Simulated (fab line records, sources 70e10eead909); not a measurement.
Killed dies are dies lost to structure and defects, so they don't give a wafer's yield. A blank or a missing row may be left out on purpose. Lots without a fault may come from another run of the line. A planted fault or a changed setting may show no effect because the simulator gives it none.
Which tool did it? | flow nand_harc | 7 lots, 20 wafers sampled, at 1 step of a route of 1159

WHAT THE GAUGES READ, wafer by wafer
NHARC_A_ZERO_WELL_INSPECT_17.
lot  | measured     | on                | raw_defect_count
L701 | day 7 09:07  | defect_inspect-01 | 5 2 4
L702 | day 7 20:43  | defect_inspect-02 | 5 4 6
L706 | day 8 15:01  | defect_inspect-01 | 15 18 7
L708 | day 8 18:43  | defect_inspect-02 | 14 4 11
L713 | day 10 11:43 | defect_inspect-02 | 10 5
L719 | day 11 14:25 | defect_inspect-01 | 6 10 13
L720 | day 12 05:20 | defect_inspect-02 | 5 11 3

WHICH TOOL RAN EACH LOT (tool, then ch and the chambers of the sampled wafers, then the start)
The record holds no process step before these readings.

THE ANSWER, worked out from the rows above alone
Rule: what is usual is taken from the lots themselves. Put in order of their means at a reading, lots are off if they are a third of the lots or fewer, leave a main group of 4 or more, and stand apart from it by a gap of 3 or more times the standard deviation of the main group's means; of several such gaps the widest counts. A main group whose means are all the same, to the digits that the tables above print for the reading, isn't used. A lot without any number at a reading at which 4 lots or more have one is off too. The other lots that the step has rows for count as sound.
No lot is off at any reading shown: from this, nothing can be told.

WHAT THE SIMULATOR HAD PUT IN
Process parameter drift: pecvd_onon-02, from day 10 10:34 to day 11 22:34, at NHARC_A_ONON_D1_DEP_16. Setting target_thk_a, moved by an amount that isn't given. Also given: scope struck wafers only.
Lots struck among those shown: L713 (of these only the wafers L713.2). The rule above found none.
